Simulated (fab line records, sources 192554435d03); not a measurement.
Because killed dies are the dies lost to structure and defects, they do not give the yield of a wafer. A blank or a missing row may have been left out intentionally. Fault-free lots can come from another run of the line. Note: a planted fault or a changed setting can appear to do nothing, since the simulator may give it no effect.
Which tool was responsible?    flow n5Finfet    72 wafers from 24 lots sampled at 3 of the route's 1938 steps

## WHAT EACH GAUGE READ, for each wafer
N5_DUMMY_GATE_OVL_MEAS_16.
lot   measured     on          GATE_OVL (nm)
L074  day 2 21:42  overlay-01  -0.3 -0.4 0.2
L075  day 3 05:36  overlay-02  0.5 1.0 1.4
L076  day 3 11:03  overlay-02  -1.5 0.2 -0.1
L077  day 3 19:22  overlay-02  0.2 1.1 1.4
L078  day 4 02:38  overlay-02  -0.5 -1.0 0.4
L079  day 4 03:49  overlay-01  0.5 0.2 0.7
L080  day 4 10:56  overlay-02  0.5 0.5 -0.3
L081  day 4 18:58  overlay-01  0.1 -1.7 -0.8
L082  day 4 23:34  overlay-02  -0.5 -0.7 -0.7
L083  day 5 03:08  overlay-02  0.1 0.2 0.4
L084  day 5 11:35  overlay-01  0.4 1.3 0.4
L085  day 5 19:25  overlay-02  0.1 0.8 1.0
L086  day 6 02:17  overlay-01  -0.9 0.0 -0.9
L087  day 6 05:30  overlay-02  0.3 -0.1 0.7
L088  day 6 12:17  overlay-02  -0.8 -0.3 -0.1
L089  day 6 15:16  overlay-02  -0.4 0.5 0.2
L090  day 7 02:21  overlay-02  -0.1 -0.5 -0.2
L091  day 7 04:50  overlay-02  -0.3 0.3 -0.5
L092  day 7 11:58  overlay-01  0.6 -0.8 -0.4
L093  day 7 21:47  overlay-02  -0.3 0.2 0.3
L094  day 7 23:14  overlay-02  -0.2 -0.5 -0.1
L095  day 8 06:55  overlay-02  0.2 0.3 0.1
L096  day 8 13:17  overlay-02  0.3 0.0 0.1
L097  day 8 18:53  overlay-02  0.0 -0.3 0.3

## TOOL THAT RAN EACH LOT (tool first, then ch and the chambers of the sampled wafers, then the start)
lot   N5_STI_FIN_REVEAL_OXIDATION_33      N5_DUMMY_GATE_CMP_04
L074  plasmaAsher-02 ch 0,1, day 2 12:44  cmp-01 ch 1,2,3, day 2 17:03
L075  plasmaAsher-02 ch 0,1, day 2 20:38  cmp-01 ch 0,2, day 3 01:04
L076  plasmaAsher-01 ch 0,1, day 3 00:59  cmp-01 ch 0,1,2, day 3 06:26
L077  plasmaAsher-02 ch 0,1, day 3 08:45  cmp-02 ch 1,2,3, day 3 14:47
L078  plasmaAsher-02 ch 0,1, day 3 15:21  cmp-04 ch 1,3, day 3 22:05
L079  plasmaAsher-01 ch 0,1, day 3 19:01  cmp-04 ch 1,2,3, day 3 23:18
L080  plasmaAsher-01 ch 0,1, day 4 02:08  cmp-02 ch 1,2,3, day 4 06:22
L081  plasmaAsher-01 ch 1, day 4 07:20    cmp-02 ch 0,1,3, day 4 14:16
L082  plasmaAsher-01 ch 0,1, day 4 13:47  cmp-02 ch 0,1,2, day 4 18:51
L083  plasmaAsher-02 ch 0,1, day 4 18:10  cmp-01 ch 0,1,3, day 4 22:28
L084  plasmaAsher-02 ch 0,1, day 5 00:58  cmp-04 ch 1,2,3, day 5 06:54
L085  plasmaAsher-02 ch 0,1, day 5 08:23  cmp-04 ch 0,1,3, day 5 14:53
L086  plasmaAsher-02 ch 0,1, day 5 16:48  cmp-04 ch 1,2, day 5 21:40
L087  plasmaAsher-01 ch 0,1, day 5 20:41  cmp-02 ch 0,2,3, day 6 00:58
L088  plasmaAsher-02 ch 0, day 6 01:26    cmp-02 ch 0,2, day 6 07:40
L089  plasmaAsher-01 ch 0,1, day 6 06:29  cmp-04 ch 0,1, day 6 10:43
L090  plasmaAsher-02 ch 0,1, day 6 17:18  cmp-04 ch 1,2, day 6 21:49
L091  plasmaAsher-01 ch 0,1, day 6 19:58  cmp-04 ch 1,2,3, day 7 00:19
L092  plasmaAsher-02 ch 0,1, day 7 03:04  cmp-02 ch 0,1,3, day 7 07:23
L093  plasmaAsher-02 ch 0,1, day 7 10:42  cmp-04 ch 1,2,3, day 7 15:00
L094  plasmaAsher-02 ch 0,1, day 7 14:26  cmp-02 ch 0,1,3, day 7 18:39
L095  plasmaAsher-02 ch 0,1, day 7 21:59  cmp-04 ch 0,1,2, day 8 02:13
L096  plasmaAsher-02 ch 0,1, day 8 04:30  cmp-02 ch 0,1,2, day 8 08:43
L097  plasmaAsher-02 ch 0,1, day 8 09:57  cmp-04 ch 2,3, day 8 14:10
- N5_STI_FIN_REVEAL_OXIDATION_33: chemistry O2 PLASMA REMOTE, time 20 s.
- N5_DUMMY_GATE_CMP_04: polishes a-Si.

## AS READ BY THE TOOLS THEMSELVES (means over the sampled wafers that have a number; for cases with no such wafer, the mark the record gives instead)
N5_STI_FIN_REVEAL_OXIDATION_33.
lot   tool            drypumpMotorCurrentA (A)  heaterPowerW (W)
L074  plasmaAsher-02  6.08                      145
L075  plasmaAsher-02  6.23                      152
L076  plasmaAsher-01  5.72                      133
L077  plasmaAsher-02  6.08                      142
L078  plasmaAsher-02  6.09                      142
L079  plasmaAsher-01  5.67                      133
L080  plasmaAsher-01  5.69                      135
L081  plasmaAsher-01  5.77                      133
L082  plasmaAsher-01  5.73                      133
L083  plasmaAsher-02  6.09                      143
L084  plasmaAsher-02  6.08                      142
L085  plasmaAsher-02  6.24                      157
L086  plasmaAsher-02  6.09                      142
L087  plasmaAsher-01  5.72                      132
L088  plasmaAsher-02  5.91                      128
L089  plasmaAsher-01  5.71                      133
L090  plasmaAsher-02  6.06                      144
L091  plasmaAsher-01  5.69                      132
L092  plasmaAsher-02  6.06                      142
L093  plasmaAsher-02  6.26                      157
L094  plasmaAsher-02  6.11                      142
L095  plasmaAsher-02  6.06                      141
L096  plasmaAsher-02  6.26                      155
L097  plasmaAsher-02  6.08                      141

N5_DUMMY_GATE_CMP_04.
lot   tool    edgeZonePressureFrac  motorCurrentA (A)  slurryFilterDpKPa (kPa)  timeToEndpointS (s)
L074  cmp-01  0.999                 10.4               13.52                    14.5
L075  cmp-01  0.999                 10.8               13.68                    13.5
L076  cmp-01  0.997                 10.6               13.71                    13.5
L077  cmp-02  0.991                 9.5                13.51                    10.2
L078  cmp-04  1.000                 10.5               13.63                    12.6
L079  cmp-04  1.003                 10.5               13.48                    13.8
L080  cmp-02  1.002                 9.6                13.53                    13.9
L081  cmp-02  1.001                 9.9                13.47                    13.5
L082  cmp-02  1.003                 10.5               13.50                    13.6
L083  cmp-01  1.002                 10.5               13.55                    15.5
L084  cmp-04  1.003                 10.4               13.51                    15.2
L085  cmp-04  1.000                 10.2               13.44                    13.1
L086  cmp-04  0.999                 11.2               13.51                    11.3
L087  cmp-02  1.002                 10.2               13.65                    12.3
L088  cmp-02  0.995                 10.5               13.44                    11.5
L089  cmp-04  0.999                 10.4               13.43                    12.8
L090  cmp-04  1.005                 10.8               13.53                    15.9
L091  cmp-04  0.995                 10.5               13.42                    13.5
L092  cmp-02  1.001                 10.0               13.46                    15.2
L093  cmp-04  1.004                 10.7               13.52                    12.6
L094  cmp-02  1.001                 10.0               13.65                    13.6
L095  cmp-04  0.999                 10.7               13.49                    12.5
L096  cmp-02  1.003                 10.3               13.53                    14.0
L097  cmp-04  0.997                 10.4               13.41                    10.2

## THE ANSWER, worked out from the rows above alone
Rule: the lots themselves supply what counts as usual. Put in order of their means at a reading, lots are off if they are a third of the lots or fewer, leave a main group of 4 or more, and stand apart from it by a gap of 3 or more times the standard deviation of the main group's means; of several such gaps the widest counts. The tables above print the reading to a certain number of digits; a main group whose means all agree to those digits is not used. Also off: a lot with no number at a reading for which 4 or more lots have one. All remaining lots with rows at the step are treated as sound. After the gauges, taken in route order, come the tools' own readings; for these a lot's mean is taken, as printed above. At the first step where some lot is off, the reading lying furthest off is the one used; lots without a number count as furthest.
No lot is off on any of the readings shown, so nothing can be concluded from this.

## WHAT THE SIMULATOR PUT IN
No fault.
